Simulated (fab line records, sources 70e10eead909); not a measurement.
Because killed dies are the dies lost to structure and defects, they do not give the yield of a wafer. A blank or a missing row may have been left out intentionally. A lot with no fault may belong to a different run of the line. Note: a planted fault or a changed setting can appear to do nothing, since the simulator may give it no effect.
Chamber matching | flow nandHarc | NHARC_THIN_TSV_ETCH_15 on rieSi-05 has 4 sister chambers
The step target depth 3000 nm, bosch target overetch cycles 2, bosch etch step 2.8 s. 4 wafers are shown with their chamber, then 8 later ones without.

WAFERS PAIRED WITH THEIR CHAMBERS
wafer  | chamber | drypumpMotorCurrentA (A)
L619.3 | 0       | 5.4
L619.4 | 2       | 5.7
L619.6 | 3       | 6.4
L627.1 | 1       | 5.9

WAFERS WHOSE CHAMBER IS MISSING
wafer  | drypumpMotorCurrentA (A)
L627.4 | 5.4
L627.6 | 5.7
L633.1 | 6.4
L633.2 | 5.4
L633.4 | 5.9
L632.4 | 5.7
L632.5 | 5.5
L632.6 | 5.9

CHAMBER TAKEN BY EACH
wafer  | from the rows above | in truth
L627.4 | 0                   | 0
L627.6 | 2                   | 2
L633.1 | 3                   | 3
L633.2 | 0                   | 0
L633.4 | 1                   | 1
L632.4 | 2                   | 2
L632.5 | 0                   | 0
L632.6 | 1                   | 1
Placed correctly: 8 of 8. Not placeable from these rows: 0. Number placed wrongly: 0.
How it was worked out, from the rows above alone: a wafer's distance from a chamber is the root of the sum, over the readings, of the square of ((its reading less the chamber's mean) divided by the reading's scatter). If the next closest chamber is less than 2 further off than the closest, the wafer can't be placed; otherwise it belongs to the closest. The mean given for a chamber averages the wafers shown for that chamber. The scatter (one wafer shown for each chamber): square how far every hidden wafer sits from the nearest shown wafer, average those squares and take the square root.
